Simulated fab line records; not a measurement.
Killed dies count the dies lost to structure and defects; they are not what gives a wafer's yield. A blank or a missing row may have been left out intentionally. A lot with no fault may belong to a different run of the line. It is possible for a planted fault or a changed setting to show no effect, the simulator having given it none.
fab line records | flow n5Finfet
record: lots: 4 | wafers: 12 | lastDay: 17
route steps=1938 shown BEOL_M0_SAQP@663 BEOL_M0_CUTY@701 BEOL_M4@1111 PASSIVATION@1936
lots with no fault: from the same line, run without faults
startH: the number of hours between the record's first day and the start of the first shown wafer of the lot | waitH: time in hours since the lot's previous step | " the same as in the row above | L1.1+2: one row covering several wafers at once | - either no value or no given start | * or withheld: withheld | < > ~ a bound
route shown NAME@n: a module of which the file shows steps, and the number in the route of the first | usual: average and standard deviation across the fault-free wafers | same: alike in all rows | chamber/n: place in a boat | sites: per-site readings | _std_site: standard deviation across them | _edge_site: inner sites' mean taken away from outer sites' mean | radiusMm: how far each site lies from the wafer's centre | mask NAME#n: copy n | behind: the most recent tool/chamber to have shaped the wafer | hold: cause of the lot's hold/its duration in hours/its outcome | device: the n, p or np transistor that did not switch | end of line: the route-end tests of the same wafers | a step given without rows: its recipe and nothing more | killed: dies lost to structure and defects at the first sort, not the wafer's yield | map: a wafer's dies, marking killed ones x, the rest . and places with no die _
set.NAME: the setting that was run; set.NAME@STEP: the one run at that earlier step | model.NAME: the simulator's own value behind a step, which no gauge read
lots at some steps of the route; a table a step, a row a wafer
services: a tool's chamber out of use, with start hour (startH, from the record's first day; less than 0 if before it), hours out, and reason
== steps ==
step: N5_BEOL_M0_SAQP_SPACER1_ALD_98
recipe: material: SiO2 | targetThkA: 128 | tempC: 300 | aldPrecursorFamily: BDEAS | aldCoReactant: O2-plasma | pulseTimeS: 1 | purgeTimeS: 2 | coReactantPurgeTimeS: 2 | aldCycles: 138 | pressureTorr: 2
step: N5_BEOL_M0_SAQP_SPACER1_ETCHBACK_99
recipe: chemistry: CHF3/O2 | mode: anisotropicEtchback | target: SiO2 | targetDepthA: 154 | timeS: 7.7 | pressureMtorr: 30 | sourceW: 650 | biasW: 170 | Ar_flow_sccm: 200 | CHF3_flow_sccm: 50 | O2_flow_sccm: 5 | ionEnergyEv: 200
step: N5_BEOL_M0_SAQP_MANDREL1_REMOVE_100
recipe: chemistry: HBr/Cl2/O2 | btTimeS: 10 | target: a-Si | stopOn: SiNx | endpoint: OES-SiCl | overEtchFrac: 0.85 | icpW: 600 | biasW: 30 | HBr_flow_sccm: 150 | Cl2_flow_sccm: 80 | O2_flow_sccm: 5 | pressureMtorr: 10
step: N5_BEOL_M0_SAQP_ETCH_101
recipe: chemistry: CH3F/O2 | target: SiNx | maskMaterial: SiO2 | targetDepthA: 299 | timeS: 42.7 | pressureMtorr: 30 | sourceW: 395 | biasW: 73 | Ar_flow_sccm: 150 | CH3F_flow_sccm: 30 | O2_flow_sccm: 20 | ionEnergyEv: 120
step: N5_BEOL_M0_SAQP_ETCH_102
recipe: chemistry: CF4 | target: SiO2 | targetDepthA: 40 | ionEnergyEv: 350 | timeS: 4.4 | pressureMtorr: 10 | icpW: 800 | biasW: 400 | cf4FlowSccm: 80
step: N5_BEOL_M0_SAQP_MANDREL_ETCH_103
recipe: chemistry: HBr/Cl2 | target: a-Si | targetDepthA: 450 | btTimeS: 10 | stopOn: SiCN | maskMaterial: SiO2 | overEtchFrac: 0.8 | timeS: 27 | pressureMtorr: 10 | icpW: 800 | biasW: 75 | HBr_flow_sccm: 150 | Cl2_flow_sccm: 80 | ends: endPoint
step: N5_BEOL_M0_SAQP_RECESS_104
recipe: chemistry: HF/NH3 | target: SiO2 | targetDepthA: 180 | afsCycles: 3 | tempC: 30 | sublimationTempC: 180 | sublimationTimeS: 60
step: N5_BEOL_M0_SAQP_COAT_105
recipe: resist: SOC | tempC: 250 | timeS: 60 | spinRpm: 1500 | resistThkNm: 100
step: N5_BEOL_M0_SAQP_ETCH_106
recipe: chemistry: N2/H2 | target: SOC | targetDepthA: 1500 | stopOn: SiNx | ionEnergyEv: 100 | biasW: 61 | pressureMtorr: 30 | sourceW: 850 | n2FlowSccm: 200 | h2FlowSccm: 200
step: N5_BEOL_M0_SAQP_ETCH_107
recipe: chemistry: CH3F/O2 | target: SiNx | targetDepthA: 300 | maskMaterial: SOC | pressureMtorr: 30 | sourceW: 395 | biasW: 73 | Ar_flow_sccm: 150 | CH3F_flow_sccm: 30 | O2_flow_sccm: 20 | ionEnergyEv: 120
step: N5_BEOL_M0_SAQP_STRIP_108
recipe: chemistry: N2/H2 | powerW: 500 | tempC: 40 | pressureMtorr: 50 | rfFrequencyHz: 6e+07 | overashFraction: 0.3 | biasPowerW: 28 | h2Frac: 0.5 | n2FlowSccm: 300 | h2FlowSccm: 300
step: N5_BEOL_M0_SAQP_RECESS_109
recipe: chemistry: HF/NH3 | target: SiO2 | targetDepthA: 30 | afsCycles: 1 | tempC: 30 | sublimationTempC: 180 | sublimationTimeS: 60
usual: drypumpMotorCurrentA: 5.9/0.39 | sublimationTempC: 180.00/0.14
same: afsCycles: 1
lot.wafer | tool         | chamber | startH | waitH | drypumpMotorCurrentA | sublimationTempC
L907.2    | vaporEtch-01 | 0       | 139.90 | 0.0   | 5.9                  | 179.90
L907.3    | "            | 1       | "      | "     | 6.1                  | 179.77
L907.6    | "            | 0       | "      | "     | 5.9                  | 180.04
L908.2    | vaporEtch-01 | 0       | 151.29 | 0.0   | 5.8                  | 180.15
L908.4    | "            | 1       | "      | "     | 6.1                  | 180.07
L908.5    | "            | 1       | "      | "     | 6.1                  | 180.21
L910.1    | vaporEtch-01 | 1       | 163.14 | 0.1   | 6.1                  | 180.00
L910.2    | "            | 0       | "      | "     | 5.9                  | 180.02
L910.4    | "            | 1       | "      | "     | 6.1                  | 180.09
L917.2    | vaporEtch-02 | 1       | 201.04 | 0.0   | 6.2                  | 180.19
L917.3    | "            | 1       | "      | "     | 6.2                  | 180.09
L917.4    | "            | 0       | "      | "     | 5.2                  | 180.14
step: N5_BEOL_M0_SAQP_SPACER2_ALD_26
recipe: material: SiO2 | targetThkA: 150 | tempC: 300 | aldPrecursorFamily: BDEAS | aldCoReactant: O2-plasma | pulseTimeS: 1 | purgeTimeS: 2 | coReactantPurgeTimeS: 2 | pressureTorr: 2
step: N5_BEOL_M0_SAQP_SPACER2_ETCHBACK_27
recipe: chemistry: CHF3/O2 | mode: anisotropicEtchback | target: SiO2 | targetDepthA: 225 | timeS: 11.25 | pressureMtorr: 30 | sourceW: 650 | biasW: 170 | Ar_flow_sccm: 200 | CHF3_flow_sccm: 50 | O2_flow_sccm: 5 | ionEnergyEv: 200
step: N5_BEOL_M0_SAQP_MANDREL2_REMOVE_110
recipe: chemistry: HBr/Cl2/O2 | btTimeS: 10 | target: a-Si | stopOn: SiCN | endpoint: OES-SiCl | overEtchFrac: 1 | icpW: 600 | biasW: 30 | HBr_flow_sccm: 150 | Cl2_flow_sccm: 80 | O2_flow_sccm: 5 | pressureMtorr: 10
step: N5_BEOL_M0_SAQP_COAT_69
recipe: resist: SOC | tempC: 250 | timeS: 60 | spinRpm: 1500 | resistThkNm: 90
step: N5_BEOL_M0_SAQP_COAT_72
recipe: resist: SiARC | tempC: 220 | timeS: 60 | spinRpm: 1500 | resistThkNm: 15
step: N5_BEOL_M0_SAQP_COAT_87
recipe: resist: underlayer | tempC: 205 | timeS: 60 | spinRpm: 1500 | resistThkNm: 5
step: N5_BEOL_M0_SAQP_COAT_34
recipe: resist: CAR-EUV | spinRpm: 1500 | resistThkNm: 30
step: N5_BEOL_M0_SAQP_EBR_36
recipe: solvent: PGMEA | ebrWidthMm: 1.5
step: N5_BEOL_M0_SAQP_SOFTBAKE_35
recipe: tempC: 110 | timeS: 60 | resist: CAR-EUV
step: N5_BEOL_M0_SAQP_EXPOSE_37
recipe: maskId: M0_CUT1 | na: 0.33 | sourceShape: annular | sigmaInner: 0.35 | sigmaOuter: 0.8 | polarization: unpolarized | targetCdNm: 30 | doseMj: 44.75
step: N5_BEOL_M0_SAQP_PEB_38
recipe: pebTempC: 100 | pebTimeS: 60 | resist: CAR-EUV
step: N5_BEOL_M0_SAQP_DEVELOP_39
recipe: developTimeS: 30 | developer: TMAH | resist: CAR-EUV | rinseLiquid: surfactantRinse | dry: airSpin | devTempC: 23
step: N5_BEOL_M0_SAQP_INSPECT_42
recipe: mode: adi | inspectInstrument: brightfield
usual: rawDefectCount: 328/98
lot.wafer | tool             | chamber | startH | waitH | rawDefectCount
L907.2    | defectInspect-02 | -       | 141.31 | 0.0   | 291
L907.3    | "                | -       | "      | "     | 347
L907.6    | "                | -       | "      | "     | 302
L908.2    | defectInspect-02 | -       | 152.71 | 0.0   | 836
L908.4    | "                | -       | "      | "     | 713
L908.5    | "                | -       | "      | "     | 703
L910.1    | defectInspect-01 | -       | 164.55 | 0.1   | 888
L910.2    | "                | -       | "      | "     | 736
L910.4    | "                | -       | "      | "     | 911
L917.2    | defectInspect-01 | -       | 202.97 | 0.0   | 220
L917.3    | "                | -       | "      | "     | 341
L917.4    | "                | -       | "      | "     | 249
step: N5_BEOL_M0_SAQP_DESCUM_45
recipe: chemistry: O2 | timeS: 7 | sourcePowerW: 50 | biasPowerW: 20 | pressureMtorr: 20 | rfFrequencyHz: 2.712e+07 | tempC: 40 | resist: CAR-EUV | o2FlowSccm: 225
step: N5_BEOL_M0_SAQP_ETCH_88
recipe: chemistry: N2/H2 | target: underlayer | targetDepthA: 65 | timeS: 5.2 | ionEnergyEv: 200 | maskMaterial: CAR-EUV | pressureMtorr: 30 | sourceW: 840 | biasW: 150 | n2FlowSccm: 200 | h2FlowSccm: 200 | ends: cleared
step: N5_BEOL_M0_SAQP_ETCH_73
recipe: chemistry: CF4 | target: SiARC | targetDepthA: 195 | maskMaterial: CAR-EUV | timeS: 32.5 | ionEnergyEv: 80 | pressureMtorr: 40 | sourceW: 545 | biasW: 36 | Ar_flow_sccm: 100 | cf4FlowSccm: 100 | ends: cleared
step: N5_BEOL_M0_SAQP_CUT_ETCH_46
recipe: chemistry: N2/H2 | target: SOC | targetDepthA: 1350 | overetchA: 270 | tempC: 40 | timeS: 202.5 | ionEnergyEv: 200 | maskMaterial: SiARC | pressureMtorr: 30 | sourceW: 840 | biasW: 150 | n2FlowSccm: 200 | h2FlowSccm: 200
step: N5_BEOL_M0_SAQP_STRIP_74
recipe: chemistry: N2/H2 | tempC: 40 | n2FlowSccm: 200 | h2FlowSccm: 200 | rfFrequencyHz: 6e+07
step: N5_BEOL_M0_SAQP_STRIP_89
recipe: chemistry: N2/H2 | tempC: 40 | n2FlowSccm: 200 | h2FlowSccm: 200 | rfFrequencyHz: 6e+07
step: N5_BEOL_M0_SAQP_ALD_48
recipe: material: SiO2 | targetThkA: 200 | tempC: 100 | aldPrecursorFamily: BDEAS | aldCoReactant: O2-plasma | pulseTimeS: 1 | coReactantPulseTimeS: 1 | purgeTimeS: 2 | coReactantPurgeTimeS: 2 | aldCycles: 139 | pressureTorr: 2
step: N5_BEOL_M0_SAQP_ETCH_49
recipe: chemistry: CF4/O2 | targetDepthA: 370 | target: SiO2 | pressureMtorr: 40 | sourceW: 535 | biasW: 49 | Ar_flow_sccm: 100 | cf4FlowSccm: 100 | O2_flow_sccm: 10 | ionEnergyEv: 100
step: N5_BEOL_M0_SAQP_STRIP_75
recipe: chemistry: CF4 | resist: SiARC | powerW: 300 | biasPowerW: 75 | pressureMtorr: 50 | cf4FlowSccm: 150 | rfFrequencyHz: 6e+07
step: N5_BEOL_M0_CUTY_COAT_50
recipe: resist: SiARC | tempC: 220 | timeS: 60 | spinRpm: 1500 | resistThkNm: 15
step: N5_BEOL_M0_CUTY_COAT_51
recipe: resist: CAR-ArF-block | spinRpm: 1500 | resistThkNm: 150
step: N5_BEOL_M0_CUTY_EBR_52
recipe: solvent: PGMEA | ebrWidthMm: 1.5
step: N5_BEOL_M0_CUTY_SOFTBAKE_53
recipe: tempC: 110 | timeS: 60 | resist: CAR-ArF-block
step: N5_BEOL_M0_CUTY_INSPECT_59
recipe: mode: adi | inspectInstrument: macro
usual: rawDefectCount: 1.8/1.2
lot.wafer | tool             | chamber | startH | waitH | rawDefectCount
L907.2    | defectInspect-02 | -       | 142.61 | 0.0   | 0
L907.3    | "                | -       | "      | "     | 3
L907.6    | "                | -       | "      | "     | 1
L908.2    | defectInspect-02 | -       | 154.10 | 0.0   | >300
L908.4    | "                | -       | "      | "     | >300
L908.5    | "                | -       | "      | "     | >300
L910.1    | defectInspect-01 | -       | 165.95 | 0.0   | >300
L910.2    | "                | -       | "      | "     | >300
L910.4    | "                | -       | "      | "     | >300
L917.2    | defectInspect-01 | -       | 204.33 | 0.0   | 1
L917.3    | "                | -       | "      | "     | 1
L917.4    | "                | -       | "      | "     | 0
step: N5_BEOL_M4_RC_MEAS_101
usual: DIBL_N: 36.6/1.9 | DIBL_P: 36.7/2.2 | IOFF_N: 0.16/0.035 | IOFF_P: 0.22/0.038 | ION_N: 672/14 | ION_P: 462/8.3 | SS_N: 71.6/0.65 | SS_P: 73.5/0.72 | VT_N: 250/3.5 | VT_P: -250/3.1
lot.wafer | tool      | chamber | startH | waitH | DIBL_N[mV/V] | DIBL_P[mV/V] | IOFF_N[nA/um] | IOFF_P[nA/um] | ION_N[uA/um] | ION_P[uA/um] | SS_N[mV/dec] | SS_P[mV/dec] | VT_N[mV] | VT_P[mV]
L907.2    | prober-02 | 0       | 223.06 | 0.2   | 40.4         | 41.0         | 0.23          | 0.28          | 669          | 458          | 72.8         | 73.7         | 247      | -247
L907.3    | "         | 0       | "      | "     | 31.4         | 31.7         | 0.08          | 0.14          | 641          | 456          | 70.6         | 72.0         | 259      | -252
L907.6    | "         | 0       | "      | "     | 38.7         | 39.8         | 0.19          | 0.27          | 682          | 472          | 72.1         | 74.0         | 246      | -245
L908.2    | prober-02 | 0       | 226.61 | 0.2   | 34.6         | 34.5         | 0.13          | 0.19          | 665          | 456          | 71.6         | 73.2         | 252      | -251
L908.4    | "         | 0       | "      | "     | 37.6         | 39.3         | 0.20          | 0.27          | 708          | 481          | 72.0         | 75.1         | 247      | -246
L908.5    | "         | 0       | "      | "     | 34.7         | 34.1         | 0.14          | 0.18          | 654          | 457          | 71.1         | 73.0         | 252      | -252
L910.1    | prober-01 | 0       | 238.46 | 0.0   | 37.5         | 37.2         | 0.16          | 0.23          | 672          | 461          | 71.6         | 73.0         | 251      | -250
L910.2    | "         | 0       | "      | "     | 34.7         | 34.3         | 0.12          | 0.17          | 664          | 463          | 71.3         | 72.4         | 255      | -253
L910.4    | "         | 0       | "      | "     | 36.8         | 36.2         | 0.15          | 0.21          | 670          | 461          | 71.6         | 72.9         | 250      | -251
L917.2    | prober-01 | 0       | 283.63 | 0.2   | 39.5         | 37.0         | 0.21          | 0.27          | 703          | 478          | 72.1         | 74.5         | 241      | -246
L917.3    | "         | 0       | "      | "     | 41.1         | 38.8         | 0.24          | 0.30          | 701          | 479          | 72.7         | 74.0         | 241      | -246
L917.4    | "         | 0       | "      | "     | 37.6         | 34.9         | 0.17          | 0.22          | 666          | 459          | 71.6         | 74.1         | 249      | -250
step: N5_PASSIVATION_PROBE_49
usual: defectLimitedYield: 91.6/1.4 | killed_at_M0_to_M3: 35/10 | killed_at_M4_up: 13/4.8 | killedAtContacts: 12/7.2 | killedAtFrontEnd: 36/12 | killedAtOther: 4/3.1 | killedDies: 100/17 | killedOnRim: 13/4.2 | killedOpen: 66/13 | killedShort: 32/7.3 | sort_bin_5_function: 5.0/0.94 | sort_bin_6_memory: 3.1/0.67 | sort_bin_8_speed: 0.01/0.047 | sortNPass: 1080/17 | sortYieldPct: 91.6/1.4
same: grossDies: 1180 | killedAtBackSide: 0 | sort_bin_4_leakage[%]: 0
lot.wafer | tool      | chamber | startH | waitH | defectLimitedYield[%] | killed_at_M0_to_M3 | killed_at_M4_up | killedAtContacts | killedAtFrontEnd | killedAtOther | killedDies | killedOnRim | killedOpen | killedShort | sort_bin_5_function[%] | sort_bin_6_memory[%] | sort_bin_8_speed[%] | sortNPass | sortYieldPct[%]
L908.2    | prober-02 | -       | 342.26 | 0.1   | 87.8                  | 80                 | 12              | 14               | 36               | 2             | 144        | 29          | 74         | 26          | 7.1                    | 3.6                  | 0                   | 1036      | 87.8
L908.4    | prober-02 | -       | 342.36 | 0.2   | 82.5                  | 156                | 7               | 4                | 34               | 5             | 206        | 27          | 64         | 27          | 11.6                   | 3.9                  | 0                   | 974       | 82.5
L908.5    | prober-02 | -       | 342.41 | 0.2   | 84.9                  | 135                | 5               | 5                | 27               | 6             | 178        | 19          | 48         | 20          | 10.0                   | 3.2                  | 0                   | 1002      | 84.9
L907.2    | prober-02 | -       | 356.07 | 0.1   | 89.7                  | 63                 | 7               | 24               | 23               | 5             | 122        | 21          | 73         | 48          | 5.6                    | 4.4                  | 0                   | 1058      | 89.7
L907.3    | prober-02 | -       | 356.12 | 0.1   | 93.6                  | 21                 | 8               | 29               | 17               | 1             | 76         | 6           | 52         | 24          | 3.6                    | 2.6                  | 0.25                | 1101      | 93.3
L907.6    | prober-02 | -       | 356.27 | 0.3   | 91.9                  | 24                 | 11              | 33               | 25               | 3             | 96         | 11          | 68         | 26          | 5.1                    | 3.0                  | 0                   | 1084      | 91.9
L910.1    | prober-02 | -       | 371.37 | 0.0   | 83.1                  | 130                | 17              | 16               | 34               | 3             | 200        | 28          | 63         | 25          | 11.4                   | 3.6                  | 0                   | 980       | 83.1
L910.2    | prober-02 | -       | 371.42 | 0.1   | 87.4                  | 66                 | 14              | 10               | 59               | 0             | 149        | 34          | 68         | 34          | 8.1                    | 3.2                  | 0                   | 1031      | 87.4
L910.4    | prober-02 | -       | 371.52 | 0.2   | 81.3                  | 138                | 13              | 9                | 58               | 3             | 221        | 23          | 66         | 35          | 12.8                   | 4.1                  | 0                   | 959       | 81.3
L917.2    | prober-02 | -       | 418.19 | 0.1   | 92.6                  | 26                 | 8               | 17               | 34               | 2             | 87         | 13          | 49         | 35          | 4.2                    | 3.0                  | 0                   | 1093      | 92.6
L917.3    | prober-02 | -       | 418.24 | 0.1   | 91.4                  | 34                 | 19              | 15               | 29               | 5             | 102        | 15          | 79         | 22          | 5.3                    | 3.2                  | 0                   | 1078      | 91.4
L917.4    | prober-02 | -       | 418.29 | 0.2   | 92.5                  | 22                 | 6               | 9                | 35               | 17            | 89         | 12          | 54         | 31          | 4.7                    | 2.4                  | 0                   | 1091      | 92.5
killed by level:class
L908.2 BEOL_M0_SAQP:unspecified=42 BEOL_M3:geometricParticle:open=15 MOL_CONTACT_COAG:geometricParticle:open=13 BEOL_M0_SAQP:geometricParticle:short=8 FIN_SAQP:geometricParticle:open=6 DUMMY_GATE:geometricParticle:open=6 GATE_CUT:geometricParticle:short=6 BEOL_M1:geometricParticle:open=6
L908.4 BEOL_M0_SAQP:unspecified=114 STI_FIN_REVEAL:geometricParticle:open=16 BEOL_M0_SAQP:geometricParticle:open=9 BEOL_M1:geometricParticle:open=9 BEOL_M0_SAQP:geometricParticle:short=8 DUMMY_GATE:geometricParticle:open=5 BEOL_M1:geometricParticle:short=5 BEOL_M3:geometricParticle:open=5
L908.5 BEOL_M0_SAQP:unspecified=107 BEOL_M3:geometricParticle:open=13 STI_FIN_REVEAL:geometricParticle:open=5 MOL_CONTACT_COAG:geometricParticle:open=5 BEOL_M0_SAQP:geometricParticle:short=4 FIN_SAQP:geometricParticle:open=3 GATE_CUT:geometricParticle:open=3 BEOL_M0_SAQP:geometricParticle:open=3
L907.2 BEOL_M0_SAQP:geometricParticle:short=23 MOL_CONTACT_COAG:geometricParticle:open=20 BEOL_M0_SAQP:geometricParticle:open=13 BEOL_M2:geometricParticle:open=12 STI_FIN_REVEAL:geometricParticle:open=6 BEOL_M1:geometricParticle:open=5 MOL_CONTACT_COAG:geometricParticle:short=4 BEOL_M3:geometricParticle:open=4
L907.3 MOL_CONTACT_COAG:geometricParticle:open=24 BEOL_M0_SAQP:geometricParticle:short=9 BEOL_M0_SAQP:geometricParticle:open=7 MOL_CONTACT_COAG:geometricParticle:short=5 FIN_SAQP:geometricParticle:short=4 STI_FIN_REVEAL:geometricParticle:open=4 BEOL_M2:geometricParticle:short=3 FIN_SAQP:geometricParticle:open=2
L907.6 MOL_CONTACT_COAG:geometricParticle:open=26 STI_FIN_REVEAL:geometricParticle:open=10 BEOL_M2:geometricParticle:open=8 MOL_CONTACT_COAG:geometricParticle:short=7 BEOL_M0_SAQP:geometricParticle:short=6 BEOL_M3:geometricParticle:open=6 FIN_SAQP:geometricParticle:short=5 FIN_SAQP:geometricParticle:open=4
L910.1 BEOL_M0_SAQP:unspecified=112 MOL_CONTACT_COAG:geometricParticle:open=13 BEOL_M4:geometricParticle:open=13 STI_FIN_REVEAL:geometricParticle:open=12 BEOL_M2:geometricParticle:open=10 STI_FIN_REVEAL:geometricParticle:short=4 FIN_SAQP:geometricParticle:open=3 ILD0:geometricParticle:open=3
L910.2 BEOL_M0_SAQP:unspecified=46 STI_FIN_REVEAL:geometricParticle:open=20 FIN_SAQP:geometricParticle:open=6 MOL_CONTACT_COAG:geometricParticle:open=6 BEOL_M4:geometricParticle:open=6 BEOL_M0_SAQP:geometricParticle:open=6 STI_FIN_REVEAL:geometricParticle:short=5 STARTING-WAFER:geometricParticle:short=5
L910.4 BEOL_M0_SAQP:unspecified=120 STI_FIN_REVEAL:geometricParticle:open=16 FIN_SAQP:geometricParticle:short=12 MOL_CONTACT_COAG:geometricParticle:open=9 FIN_SAQP:geometricParticle:open=6 DUMMY_GATE:geometricParticle:open=6 BEOL_M4:geometricParticle:open=6 GATE_CUT:geometricParticle:short=5
L917.2 MOL_CONTACT_COAG:geometricParticle:open=14 BEOL_M2:geometricParticle:open=7 BEOL_M2:geometricParticle:short=7 DUMMY_GATE:geometricParticle:open=6 FIN_SAQP:geometricParticle:short=5 GATE_CUT:geometricParticle:open=4 BEOL_M0:geometricParticle:short=4 MOL_CONTACT_COAG:geometricParticle:short=3
L917.3 MOL_CONTACT_COAG:geometricParticle:open=14 BEOL_M1:geometricParticle:open=13 BEOL_M4:geometricParticle:open=9 BEOL_M8:geometricParticle:open=9 FIN_SAQP:geometricParticle:open=6 BEOL_M0_SAQP:geometricParticle:open=5 BEOL_M2:geometricParticle:open=4 FIN_SAQP:geometricParticle:short=3
L917.4 FIN_SAQP:geometricParticle:short=8 MOL_CONTACT_COAG:geometricParticle:open=7 BEOL_M1:geometricParticle:open=7 PAD_METAL:geometricParticle:short=6 BEOL_M2:geometricParticle:open=6 FIN_SAQP:geometricParticle:open=4 DUMMY_GATE:geometricParticle:open=4 SPACER0:geometricParticle:open=4
map L908.4 (x killed, . not)
_________________x.xxxx.xxx..________________
______________xxxxxxxxxxxx...x.._____________
___________.....xxxxxxxxxx.x.x...x.__________
__________..xxxxxxxxxxxxxxxx....x..._________
________.....xxxxxxxxxxxxxx..........x_______
_______.....x..xxxxxxxxxxx.xx..........______
______......x.xxxxxxxxxxxxx.x.x.......x._____
_____...x..x..x.xxxxxxxx.xx....xx..x.....____
____......x...xx.xxxxxxx.x................___
___.............xxx..x.x...............x...__
___....x.............x......x..............__
__.....x...................................._
__......x..................x......x........._
_.x........x.................................
_............x.x.....x....x..................
_....................x.x..x...........x....xx
_.....x...x................................x.
_.x.x.x.....x...................x...xx.......
_........x...................................
_..x....x...x.......x..x....................x
_x....x...........x..................x......x
__x..x..........x.................x........._
__.......x......x................x....x....._
___.......x.........x......................__
___.............x..........................__
____..xx...............................x..___
_____...........xx.............x........x____
______.............x.......xx.x........._____
_______x.......x.............x.x.......______
________x....x........................_______
__________x.....x.......x..........._________
___________...x......x.............__________
______________.....x....x......._____________
_________________............________________
map L910.4 (x killed, . not)
_________________.xxxxxxx....________________
______________xxxxxxxxxxxx.x...._____________
___________..xxxxxxxxxxxxxx...x.x..__________
__________x..x.xxxxxxxxxxxxxx....x.._________
________......xxxxxxxxxxxxxx.....x...._______
_______.....x.xxxxxxxxxxxxxx...x.......______
______.x.....xxxxxxxxxxxxxx.x..........._____
_____.......x...xxxxxxxxxx.xx............____
____...........x..xxxxxx..x.x......x......___
___..............x.xxx..x..................__
___..........x.....xx.xx......x......x.....__
__....x...........x.xx........x............._
__........x....x...x........................_
_...........x....x.x....x.........x........x.
_....x.................x.................x.x.
_.x................x.x.................x.....
_.............x............x........x.......x
_......x......x..................x....xx.....
_......x.x.....x.....x.......................
_.....................x.....x...........x..x.
_...x.................................x......
__...x.......x............x.x..............._
__..........xx....x...........x..x.........._
___..........x.........................x...__
___........x....x...............x........x.__
____.........x....x...x..x................___
_____...x......x..x...........x....x.....____
______......x......xxx...x..x..........._____
_______.....x....xxx...........xx......______
________.............x..............x._______
__________x..................x...x.._________
___________..........x...x.......x.__________
______________...............x.._____________
_________________............________________
== services ==
tool         | chamber | startH | hours | kind
vaporEtch-02 | 1       | 116.87 | 2.6   | repair
vaporEtch-01 | -       | 186.97 | 14.6  | pm
vaporEtch-02 | -       | 193.61 | 0.4   | repair
== key ==
firstSign: step: N5_BEOL_M0_SAQP_INSPECT_42 | reading: rawDefectCount | direction: up | sigmas: 4.8 | usual: 328 | struck: 798
effect: step: N5_BEOL_M0_CUTY_INSPECT_59 | reading: rawDefectCount | direction: up | sigmas: 99+ | usual: 1.8 | struck: >300
effect: step: N5_PASSIVATION_PROBE_49 | reading: killed_at_M0_to_M3 | direction: up | sigmas: 7.9 | usual: 35 | struck: 118
moreKillsBornAt: N5_BEOL_M0_SAQP_RECESS_109@vaporEtch-01: 541
metAt N5_BEOL_M0_SAQP_RECESS_109
struckWafers L908.2,L908.4,L908.5,L910.1,L910.2,L910.4
onsetBetween 139.90 151.29
fault: kind: chamberParticleSource | tool: vaporEtch-01 | chamber: - | onsetH: 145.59 | steps: N5_BEOL_M0_SAQP_RECESS_109 | ratePerVisitCm2: 0.77627 | endH: 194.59
